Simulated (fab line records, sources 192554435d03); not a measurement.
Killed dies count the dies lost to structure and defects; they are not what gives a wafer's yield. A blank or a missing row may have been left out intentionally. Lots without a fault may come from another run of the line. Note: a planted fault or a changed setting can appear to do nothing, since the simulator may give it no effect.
The tool behind it: which one? | flow n5 finfet | 11 lots with 33 wafers sampled at 5 steps, on a route of 1938 steps

WHAT EACH GAUGE READ, for each wafer
N5_BEOL_M8_THK_MEAS_01. Usual: M8_ILD_THK typically reads 154.3 nm, with standard deviation 2.
lot  | measured     | on            | M8_ILD_THK (nm)   | flag
L384 | day 8 20:47  | film metro-01 | 154.0 150.6 156.1 |
L386 | day 9 02:30  | film metro-01 | 153.9 158.6 154.7 |
L389 | day 10 10:58 | film metro-01 | 153.3 157.3 154.1 |
L388 | day 10 16:23 | film metro-01 | 153.2 153.4 155.3 |
L391 | day 10 14:47 | film metro-01 | 151.2 154.8 152.6 |
L392 | day 10 18:38 | film metro-01 | 151.4 150.8 152.4 |
L393 | day 11 08:12 | film metro-01 | 152.2 155.0 158.3 |
L394 | day 11 08:35 | film metro-01 | 154.1 153.4 151.1 |
L405 | day 14 04:48 | film metro-02 | 152.1 150.9 155.6 |
L407 | day 15 01:42 | film metro-02 | 155.3 153.2 157.6 |
L406 | day 15 02:14 | film metro-01 | 154.4 157.2 157.2 |

WHICH TOOL RAN EACH LOT (tool, then ch and the chambers of the sampled wafers, then the start)
lot  | N5_BEOL_M7_STRIP_80                           | N5_BEOL_M7_ALD_77                   | N5_BEOL_M7_ECD_50              | N5_BEOL_M7_CMP_52
L384 | rie diel-01 ch 1,3, day 8 18:08 or earlier    | ald metal-02 ch 0,1, day 8 18:08    | ecd cu-01 ch 0,1, day 8 18:50  | cmp-01 ch 1,3, day 8 19:16
L386 | rie diel-02 ch 1,2,3, day 9 00:07 or earlier  | ald metal-03 ch 1,2, day 9 00:07    | ecd cu-02 ch 0,1, day 9 00:57  | cmp-01 ch 0,1,3, day 9 01:29
L389 | rie diel-01 ch 0,3, day 10 08:10 or earlier   | ald metal-04 ch 0,1,3, day 10 08:10 | ecd cu-01 ch 0,1, day 10 08:59 | cmp-02 ch 1,2,3, day 10 09:59
L388 | rie diel-04 ch 2,3, day 10 11:01 or earlier   | ald metal-04 ch 0,3, day 10 11:01   | ecd cu-02 ch 0,1, day 10 11:48 | cmp-01 ch 1,3, day 10 12:14
L391 | rie diel-04 ch 1,2,3, day 10 11:52 or earlier | ald metal-02 ch 0,2,3, day 10 11:52 | ecd cu-01 ch 0,1, day 10 13:04 | cmp-04 ch 0,1,2, day 10 13:50
L392 | rie diel-01 ch 0,1,2, day 10 16:19 or earlier | ald metal-03 ch 0,2, day 10 16:19   | ecd cu-01 ch 0,1, day 10 17:01 | cmp-02 ch 0,1,3, day 10 17:38
L393 | rie diel-01 ch 0,1,3, day 11 04:23 or earlier | ald metal-04 ch 0,1,2, day 11 04:23 | ecd cu-02 ch 0,1, day 11 06:14 | cmp-02 ch 1,2,3, day 11 06:37
L394 | rie diel-04 ch 0,1,2, day 11 06:26 or earlier | ald metal-04 ch 0,1,2, day 11 06:26 | ecd cu-01 ch 0,1, day 11 07:05 | cmp-04 ch 0,1,2, day 11 07:28
L405 | rie diel-02 ch 0,1,3, day 14 02:07 or earlier | ald metal-03 ch 0,3, day 14 02:07   | ecd cu-01 ch 0,1, day 14 03:20 | cmp-02 ch 1,2,3, day 14 03:49
L407 | rie diel-04 ch 2,3, day 14 22:46 or earlier   | ald metal-04 ch 0,2, day 14 22:46   | ecd cu-02 ch 0,1, day 15 00:08 | cmp-01 ch 0,1,2, day 15 00:40
L406 | rie diel-02 ch 0,3, day 14 23:31 or earlier   | ald metal-02 ch 0,2,3, day 14 23:31 | ecd cu-02 ch 0,1, day 15 00:44 | cmp-01 ch 1,2, day 15 01:10
- N5_BEOL_M7_STRIP_80: strips in N2/H2, time 10 s.
- N5_BEOL_M7_ALD_77: deposits TaN, target thk 2 nm, pulse time 2 s, purge time 3 s.
- N5_BEOL_M7_ECD_50: material Cu, target thk 300 nm.
- N5_BEOL_M7_CMP_52: polishes, stops on SiCOH lowk, t overpolish 6.9 s, target thk 80 nm.

AS READ BY THE TOOLS THEMSELVES (means over the sampled wafers that have a number; for cases with no such wafer, the mark the record gives instead)
N5_BEOL_M7_STRIP_80. Usual: drypump motor current A 5.4 A, standard deviation 0.44; oes product au 0.81 a.u., standard deviation 0.099; rf vpp V 59.2 V, standard deviation 0.82; showerhead plenum p Torr 2.55 Torr, standard deviation 0.095; throttle valve pct 23.5 %, standard deviation 0.31.
lot  | tool        | drypump motor current A (A) | oes product au (a.u.) | rf vpp V (V) | showerhead plenum p Torr (Torr) | throttle valve pct (%) | flag
L384 | rie diel-01 | 5.9                         | 0.89                  | 59.7         | 2.52                            | 23.0                   |
L386 | rie diel-02 | 5.2                         | 0.78                  | 58.7         | 2.54                            | 23.6                   |
L389 | rie diel-01 | 5.6                         | 0.73                  | 59.0         | 2.63                            | 23.4                   |
L388 | rie diel-04 | 5.5                         | 0.76                  | 58.6         | 2.50                            | 23.7                   |
L391 | rie diel-04 | 5.2                         | 0.85                  | 59.7         | 2.57                            | 23.6                   |
L392 | rie diel-01 | 5.6                         | 0.82                  | 58.9         | 2.56                            | 23.5                   |
L393 | rie diel-01 | 5.7                         | 0.81                  | 59.4         | 2.58                            | 23.2                   |
L394 | rie diel-04 | 5.1                         | 0.90                  | 58.9         | 2.60                            | 23.5                   |
L405 | rie diel-02 | 5.7                         | 0.81                  | 60.0         | 2.55                            | 23.6                   |
L407 | rie diel-04 | 5.5                         | 0.92                  | 59.8         | 2.70                            | 23.6                   |
L406 | rie diel-02 | 6.0                         | 0.85                  | 58.8         | 2.55                            | 23.5                   |

N5_BEOL_M7_ALD_77. Usual: heater power w 408 W, standard deviation 31; mfc carrier sccm 1500 sccm, standard deviation 4.8.
lot  | tool         | heater power w (W) | mfc carrier sccm (sccm) | flag
L384 | ald metal-02 | 401                | 1500                    |
L386 | ald metal-03 | 445                | 1500                    |
L389 | ald metal-04 | 403                | 1499                    |
L388 | ald metal-04 | 390                | 1496                    |
L391 | ald metal-02 | 393                | 1503                    |
L392 | ald metal-03 | 457                | 1498                    |
L393 | ald metal-04 | 387                | 1495                    |
L394 | ald metal-04 | 401                | 1499                    |
L405 | ald metal-03 | 433                | 1499                    |
L407 | ald metal-04 | 385                | 1504                    |
L406 | ald metal-02 | 387                | 1497                    |

N5_BEOL_M7_CMP_52. Usual: edge zone pressure frac 1.000, standard deviation 0.0053; motor current A 6.1 A, standard deviation 0.63; time to endpoint s 63 s, standard deviation 3.2.
lot  | tool   | edge zone pressure frac | motor current A (A) | time to endpoint s (s) | flag
L384 | cmp-01 | 1.002                   | 6.4                 | 65                     |
L386 | cmp-01 | 0.999                   | 6.3                 | 63                     |
L389 | cmp-02 | 0.999                   | 5.7                 | 62                     |
L388 | cmp-01 | 0.999                   | 6.8                 | 62                     |
L391 | cmp-04 | 0.996                   | 5.9                 | 65                     |
L392 | cmp-02 | 1.005                   | 6.1                 | 48                     | OFF
L393 | cmp-02 | 1.000                   | 5.9                 | 64                     |
L394 | cmp-04 | 0.999                   | 5.8                 | 47                     | OFF
L405 | cmp-02 | 1.002                   | 5.9                 | 64                     |
L407 | cmp-01 | 1.000                   | 5.9                 | 62                     |
L406 | cmp-01 | 1.002                   | 5.6                 | 59                     |

THE ANSWER, worked out from the rows above alone
Rule: a lot is off if the mean of its wafers that have a number lies more than 3 standard deviations from the usual mean. Also off: a lot with no number at a reading for which 4 or more lots have one. Where the step has rows for the other lots, those lots are counted as sound. First the gauges in route order, then the tools' own readings, where a lot's mean is used as printed above. The first step at which some lot is off is used, and at that step the reading that is off furthest; a lot without a number counts as furthest.
Off: L392, L394, at N5_BEOL_M7_CMP_52 (time to endpoint s).
A tool fits if, at that step or a process step before it, it ran every lot that is off, and no sound lot after the first of them. With no start given for some of its lots, N5_BEOL_M7_STRIP_80 uses the hours and lot order of N5_BEOL_M7_ALD_77. None of those tried fits.

WHAT THE SIMULATOR HAD PUT IN
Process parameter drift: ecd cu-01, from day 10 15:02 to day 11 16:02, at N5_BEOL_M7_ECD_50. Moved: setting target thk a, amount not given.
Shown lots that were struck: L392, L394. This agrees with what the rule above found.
